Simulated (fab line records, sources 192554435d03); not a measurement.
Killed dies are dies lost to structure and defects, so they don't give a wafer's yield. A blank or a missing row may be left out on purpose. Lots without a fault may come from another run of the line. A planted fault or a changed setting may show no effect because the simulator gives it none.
Split-lot experiment | flow n5_finfet | 7 lots, 21 wafers read, on a route of 1938 steps

THE SPLIT
At N5_BEOL_M6_EXPOSE_08 (exposes mask M6), the setting dose_mj was moved away from the recipe's 68.25 on 7 of the 21 wafers read, by -4.5% to +7.2%. The other wafers ran this setting at the recipe's value.

FROM THE SPLIT TO THE READING: what the file shows between them, 15 steps
- N5_BEOL_M6_PEB_09: peb time 60 s
- N5_BEOL_M6_DEVELOP_10: develop time 30 s
- N5_BEOL_M6_CD_MEAS_11: target cd 38.5 nm
- N5_BEOL_M6_DESCUM_16: chemistry O2, time 7.9 s
- N5_BEOL_M6_ETCH_61: etches SiARC in CF4, target depth 45.5 nm, time 75.8 s
- N5_BEOL_M6_ETCH_62: etches SOC in N2/H2, target depth 110 nm, overetch 22 nm, time 165 s
- N5_BEOL_M6_STRIP_68: strips in N2/H2
- N5_BEOL_M6_STRIP_67: strips in CF4
- N5_BEOL_M6_HM_OPEN_17: chemistry Cl2/BCl3, target TiN, target depth 20 nm, overetch 6 nm
- N5_BEOL_M6_STRIP_19: strips in O2
- N5_BEOL_M6_CD_MEAS_18: pitch 80 nm, target cd 40 nm
- N5_BEOL_M6_COAT_63: time 60 s, resist thk 60 nm
- N5_BEOL_M6_COAT_64: time 60 s, resist thk 12 nm
- N5_BEOL_M6_PRECLEAN_42: cleans in residue remover, time 60 s
- N5_BEOL_M6_SRD_43: time 30 s

THE READING
cd_nm, in nm, at N5_BEOL_M6_CD_MEAS_35 (target cd 40 nm, target cd y 28 nm). Fault-free wafers of this fab line usually give 40.0 nm, standard deviation 0.56 nm.

wafer  | tool, chamber at the split | dose_mj as run | against the recipe | cd_nm, nm | against lot-mates on the recipe
L074.1 | arfi_scanner-02, 0         | 68.25          | recipe             | 40.9      | -
L074.2 | arfi_scanner-02, 0         | 68.25          | recipe             | 41.5      | -
L074.4 | arfi_scanner-02, 0         | 69.91          | +2.4%              | 42.7      | +1.5
L081.3 | arfi_scanner-01, 0         | 73.17          | +7.2%              | 44.0      | +3.7
L081.4 | arfi_scanner-01, 0         | 68.25          | recipe             | 40.5      | -
L081.6 | arfi_scanner-01, 0         | 68.25          | recipe             | 40.1      | -
L083.1 | arfi_scanner-02, 0         | 66.8           | -2.1%              | 38.8      | -1.0
L083.5 | arfi_scanner-02, 0         | 66.8           | -2.1%              | 38.9      | -0.9
L083.6 | arfi_scanner-02, 0         | 68.25          | recipe             | 39.8      | -
L091.3 | arfi_scanner-01, 0         | 72.62          | +6.4%              | 42.7      | +2.7
L091.4 | arfi_scanner-01, 0         | 68.25          | recipe             | 39.8      | -
L091.5 | arfi_scanner-01, 0         | 68.25          | recipe             | 40.2      | -
L092.1 | arfi_scanner-01, 0         | 66.51          | -2.5%              | 38.9      | -1.6
L092.3 | arfi_scanner-01, 0         | 68.25          | recipe             | 40.6      | -
L092.4 | arfi_scanner-01, 0         | 68.25          | recipe             | 40.3      | -
L095.1 | arfi_scanner-03, 0         | 68.25          | recipe             | 40.5      | -
L095.3 | arfi_scanner-03, 0         | 65.21          | -4.5%              | 38.2      | -2.0
L095.5 | arfi_scanner-03, 0         | 68.25          | recipe             | 39.9      | -
L097.1 | arfi_scanner-01, 0         | 68.25          | recipe             | 39.6      | -
L097.2 | arfi_scanner-01, 0         | 68.25          | recipe             | 39.0      | -
L097.3 | arfi_scanner-01, 0         | 68.25          | recipe             | 39.5      | -

THE FIT
A straight line over all 21 wafers: cd_nm changes by +0.503 nm for each +1% of dose_mj; r = +0.90; the points scatter about the line by 0.63 nm.
The same after taking each lot's own level away (the mean of its wafers on the recipe; 21 wafers): +0.48 nm for each +1%; r = +0.98; scatter 0.25 nm.
On that fit, the largest move of dose_mj shifts the reading by 3.5 nm.
The lots' own levels span 39.37 to 41.20 nm, that is 3.3 times the standard deviation above.
So the lot-to-lot level changes the slope little: the two slopes agree.
Check: with one of the wafers moved furthest among these (+7.2%) left out of the fit, the line predicts +3.31 nm for it against its lot-mates. It came out at +3.7 nm against them.

OTHER SPLITS ON THESE WAFERS
These wafers also went through other splits before the reading. Each is held against what the fit with the lots' levels taken away leaves over:
other split on the same wafers  | wafers away from the commonest value | r with cd_nm (lot level and that fit taken away)
N5_BEOL_M4_COAT_67 spin_rpm     | 8                                    | -0.03
N5_BEOL_M4_EXPOSE_25 dose_mj    | 7                                    | -0.26
N5_BEOL_M4_ETCH_70 h2_flow_sccm | 6                                    | +0.03
N5_BEOL_M5_ETCH_72 bias_w       | 9                                    | -0.01
N5_BEOL_M5_COAT_22 spin_rpm     | 10                                   | -0.02

THE WHOLE CHAIN: every reading that the file lists as answering this split, in the file's order
step                  | what it does                                                         | reading                                                               | change (the file's fit)               | r (the file's)
N5_BEOL_M6_CD_MEAS_11 | target cd 38.5 nm                                                    | cd_nm                                                                 | +0.404 nm for each +1% of the setting | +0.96
N5_BEOL_M6_ETCH_61    | etches SiARC in CF4, target depth 45.5 nm, time 75.8 s               | BEOL_M6.cd_offset_nm (the simulator's own value, which no gauge read) | +0.439 nm for each +1% of the setting | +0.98
N5_BEOL_M6_ETCH_62    | etches SOC in N2/H2, target depth 110 nm, overetch 22 nm, time 165 s | BEOL_M6.cd_offset_nm (the simulator's own value, which no gauge read) | +0.446 nm for each +1% of the setting | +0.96
N5_BEOL_M6_CD_MEAS_18 | pitch 80 nm, target cd 40 nm                                         | cd_nm                                                                 | +0.454 nm for each +1% of the setting | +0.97
N5_BEOL_M6_CD_MEAS_35 | target cd 40 nm, target cd y 28 nm                                   | cd_nm                                                                 | +0.483 nm for each +1% of the setting | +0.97

THE FILE'S OWN FIT
cd_nm changes by +0.483 nm for each +1% of dose_mj, r = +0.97.
